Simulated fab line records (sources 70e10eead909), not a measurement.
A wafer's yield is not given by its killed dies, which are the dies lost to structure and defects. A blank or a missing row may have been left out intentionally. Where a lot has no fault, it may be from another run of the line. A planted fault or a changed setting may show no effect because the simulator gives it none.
Chamber matching || flow nand-harc || 4 sister chambers for NHARC_P_GATE_DESCUM_31 on rie-diel-02
The step chemistry O2, time 3 s. 14 wafers are shown with their chamber, then 7 later ones without.

== EACH WAFER AND ITS CHAMBER ==
{"wafer": "L128.2", "chamber": 0, "showerhead-plenum-p-Torr (Torr)": 1.96, "drypump-motor-current-A (A)": 5.6, "throttle-valve-pct (%)": 11.304}
{"wafer": "L128.3", "chamber": 2, "showerhead-plenum-p-Torr (Torr)": 1.84, "drypump-motor-current-A (A)": 5.3, "throttle-valve-pct (%)": 11.295}
{"wafer": "L128.6", "chamber": 2, "showerhead-plenum-p-Torr (Torr)": 1.84, "drypump-motor-current-A (A)": 5.3, "throttle-valve-pct (%)": 11.315}
{"wafer": "L132.1", "chamber": 1, "showerhead-plenum-p-Torr (Torr)": 1.94, "drypump-motor-current-A (A)": 5.4, "throttle-valve-pct (%)": 11.320}
{"wafer": "L132.4", "chamber": 2, "showerhead-plenum-p-Torr (Torr)": 1.84, "drypump-motor-current-A (A)": 5.3, "throttle-valve-pct (%)": 11.315}
{"wafer": "L132.6", "chamber": 1, "showerhead-plenum-p-Torr (Torr)": 1.94, "drypump-motor-current-A (A)": 5.3, "throttle-valve-pct (%)": 11.315}
{"wafer": "L136.1", "chamber": 1, "showerhead-plenum-p-Torr (Torr)": 1.94, "drypump-motor-current-A (A)": 5.4, "throttle-valve-pct (%)": 11.317}
{"wafer": "L136.2", "chamber": 0, "showerhead-plenum-p-Torr (Torr)": 1.96, "drypump-motor-current-A (A)": 5.6, "throttle-valve-pct (%)": 11.308}
{"wafer": "L136.4", "chamber": 2, "showerhead-plenum-p-Torr (Torr)": 1.84, "drypump-motor-current-A (A)": 5.3, "throttle-valve-pct (%)": 11.310}
{"wafer": "L137.2", "chamber": 0, "showerhead-plenum-p-Torr (Torr)": 1.96, "drypump-motor-current-A (A)": 5.6, "throttle-valve-pct (%)": 11.330}
{"wafer": "L137.3", "chamber": 2, "showerhead-plenum-p-Torr (Torr)": 1.84, "drypump-motor-current-A (A)": 5.3, "throttle-valve-pct (%)": 11.310}
{"wafer": "L137.4", "chamber": 1, "showerhead-plenum-p-Torr (Torr)": 1.94, "drypump-motor-current-A (A)": 5.4, "throttle-valve-pct (%)": 11.301}
{"wafer": "L138.1", "chamber": 3, "showerhead-plenum-p-Torr (Torr)": 2.02, "drypump-motor-current-A (A)": 6.2, "throttle-valve-pct (%)": 11.321}
{"wafer": "L138.3", "chamber": 1, "showerhead-plenum-p-Torr (Torr)": 1.93, "drypump-motor-current-A (A)": 5.4, "throttle-valve-pct (%)": 11.305}

SIGNATURES (averages over the wafers above)
{"reading": "showerhead-plenum-p-Torr", "chamber 0": 1.9600, "chamber 1": 1.9380, "chamber 2": 1.8400, "chamber 3": 2.0200, "scatter within a chamber": 0.00283}
{"reading": "drypump-motor-current-A", "chamber 0": 5.600, "chamber 1": 5.380, "chamber 2": 5.300, "chamber 3": 6.200, "scatter within a chamber": 0.0283}
{"reading": "throttle-valve-pct", "chamber 0": 11.31400, "chamber 1": 11.31160, "chamber 2": 11.30900, "chamber 3": 11.32100, "scatter within a chamber": 0.00964}
Rule: for each reading, subtract the chamber's mean from the wafer's reading, divide by that reading's scatter and square the result; add these up over the readings and take the root, which gives the wafer's distance from the chamber. If the next closest chamber is less than 2 further off than the closest, the wafer can't be placed; otherwise it belongs to the closest. How the scatter is found: for the shown wafers, subtract from each reading the mean of its chamber, square and add these, divide the total by (wafers less chambers), then take the root.

== WAFERS WHOSE CHAMBER IS MISSING ==
{"wafer": "L138.5", "showerhead-plenum-p-Torr (Torr)": 1.93, "drypump-motor-current-A (A)": 5.3, "throttle-valve-pct (%)": 11.311}
{"wafer": "L147.3", "showerhead-plenum-p-Torr (Torr)": 1.96, "drypump-motor-current-A (A)": 5.6, "throttle-valve-pct (%)": 11.314}
{"wafer": "L147.5", "showerhead-plenum-p-Torr (Torr)": 1.93, "drypump-motor-current-A (A)": 5.3, "throttle-valve-pct (%)": 11.319}
{"wafer": "L147.6", "showerhead-plenum-p-Torr (Torr)": 1.96, "drypump-motor-current-A (A)": 5.6, "throttle-valve-pct (%)": 11.315}
{"wafer": "L150.1", "showerhead-plenum-p-Torr (Torr)": 1.96, "drypump-motor-current-A (A)": 5.6, "throttle-valve-pct (%)": 11.303}
{"wafer": "L150.2", "showerhead-plenum-p-Torr (Torr)": 1.84, "drypump-motor-current-A (A)": 5.3, "throttle-valve-pct (%)": 11.310}
{"wafer": "L150.3", "showerhead-plenum-p-Torr (Torr)": 1.93, "drypump-motor-current-A (A)": 5.3, "throttle-valve-pct (%)": 11.309}

== CHAMBER TAKEN BY EACH ==
{"wafer": "L138.5", "from the rows above": 1, "in truth": 1}
{"wafer": "L147.3", "from the rows above": 0, "in truth": 0}
{"wafer": "L147.5", "from the rows above": 1, "in truth": 1}
{"wafer": "L147.6", "from the rows above": 0, "in truth": 0}
{"wafer": "L150.1", "from the rows above": 0, "in truth": 0}
{"wafer": "L150.2", "from the rows above": 2, "in truth": 2}
{"wafer": "L150.3", "from the rows above": 1, "in truth": 1}
Correct placement for 7 of the 7. From these rows, 0 cannot be placed. Wrongly placed: 0.
